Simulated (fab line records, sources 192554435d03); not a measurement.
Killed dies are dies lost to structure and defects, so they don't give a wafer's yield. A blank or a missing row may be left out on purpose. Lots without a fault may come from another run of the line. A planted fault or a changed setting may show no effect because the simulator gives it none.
Split-lot experiment | flow n5_finfet | 7 lots, 21 wafers read, on a route of 1938 steps

THE SPLIT
At N5_BEOL_M11_ETCH_62 (etches SOC in N2/H2, target depth 110 nm, overetch 22 nm, time 165 s), the setting time_s was moved away from the recipe's 165 s on 9 of the 21 wafers read, by -11.2% to +22.1%. The other wafers ran this setting at the recipe's value.

FROM THE SPLIT TO THE READING: what the file shows between them, 2 steps
- N5_BEOL_M11_STRIP_68: strips in N2/H2
- N5_BEOL_M11_STRIP_67: strips in CF4

THE READING
etch.depth_nm (the simulator's own value, which no gauge read), in nm, at N5_BEOL_M11_HM_OPEN_17 (chemistry Cl2/BCl3, target TiN, target depth 20 nm, overetch 6 nm). The file gives no usual value for it. The 12 wafers here that ran the recipe average 20.16 nm, standard deviation 0.23 nm.

wafer  | tool, chamber at the split | time_s as run, s | against the recipe | etch.depth_nm, nm | against lot-mates on the recipe
L076.3 | rie_diel-01, 0             | 165              | recipe             | 20.49             | -
L076.4 | rie_diel-01, 1             | 165              | recipe             | 20.09             | -
L076.6 | rie_diel-01, 1             | 191.3            | +15.9%             | 18.04             | -2.25
L080.1 | rie_diel-01, 1             | 151.3            | -8.3%              | 20.49             | +0.21
L080.4 | rie_diel-01, 2             | 151.3            | -8.3%              | 20.7              | +0.42
L080.5 | rie_diel-01, 2             | 165              | recipe             | 20.28             | -
L077.1 | rie_diel-02, 0             | 165              | recipe             | 20.35             | -
L077.2 | rie_diel-02, 1             | 165              | recipe             | 20.21             | -
L077.6 | rie_diel-02, 0             | 165              | recipe             | 20.2              | -
L079.2 | rie_diel-01, 2             | 201.5            | +22.1%             | 16.72             | -3.55
L079.4 | rie_diel-01, 0             | 165              | recipe             | 20.27             | -
L079.6 | rie_diel-01, 2             | 201.5            | +22.1%             | 16.31             | -3.96
L081.2 | rie_diel-02, 0             | 200.1            | +21.3%             | 16.83             | -2.90
L081.3 | rie_diel-02, 1             | 165              | recipe             | 19.84             | -
L081.6 | rie_diel-02, 1             | 165              | recipe             | 19.61             | -
L084.2 | rie_diel-03, 3             | 151              | -8.5%              | 20.03             | -0.29
L084.4 | rie_diel-03, 0             | 151              | -8.5%              | 20.07             | -0.25
L084.6 | rie_diel-03, 2             | 165              | recipe             | 20.32             | -
L085.1 | rie_diel-01, 1             | 146.5            | -11.2%             | 20.23             | +0.12
L085.3 | rie_diel-01, 2             | 165              | recipe             | 20.17             | -
L085.6 | rie_diel-01, 1             | 165              | recipe             | 20.04             | -

THE FIT
A straight line over all 21 wafers: etch.depth_nm changes by -0.124 nm for each +1% of time_s; r = -0.92; the points scatter about the line by 0.53 nm.
The same after taking each lot's own level away (the mean of its wafers on the recipe; 21 wafers): -0.12 nm for each +1%; r = -0.92; scatter 0.54 nm.
On that fit, the largest move of time_s shifts the reading by 2.7 nm.
The lots' own levels span 19.725 to 20.320 nm, that is 2.6 times the standard deviation above.
So the lot-to-lot level changes the slope little: the two slopes agree.
Check: with one of the wafers moved furthest among these (+22.1%) left out of the fit, the line predicts -2.87 nm for it against its lot-mates. It came out at -3.55 nm against them.

OTHER SPLITS ON THESE WAFERS
These wafers also went through other splits before the reading. Each is held against what the fit with the lots' levels taken away leaves over:
other split on the same wafers | wafers away from the commonest value | r with etch.depth_nm (lot level and that fit taken away)
N5_BEOL_M9_ETCH_66 time_s      | 4                                    | +0.08
N5_BEOL_M10_ILD_DEP_00 time_s  | 4                                    | +0.15
N5_BEOL_M10_PECVD_70 temp_c    | 7                                    | -0.10

THE WHOLE CHAIN: every reading that the file lists as answering this split, in the file's order
step                   | what it does                                                         | reading                                                                           | change (the file's fit)                | r (the file's)
N5_BEOL_M11_ETCH_62    | etches SOC in N2/H2, target depth 110 nm, overetch 22 nm, time 165 s | SiARC_of_BEOL_M11_COAT_60.thk_nm (the simulator's own value, which no gauge read) | -0.0766 nm for each +1% of the setting | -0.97
N5_BEOL_M11_HM_OPEN_17 | chemistry Cl2/BCl3, target TiN, target depth 20 nm, overetch 6 nm    | etch.depth_nm (the simulator's own value, which no gauge read)                    | -0.125 nm for each +1% of the setting  | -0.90

THE FILE'S OWN FIT
etch.depth_nm changes by -0.125 nm for each +1% of time_s, r = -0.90.
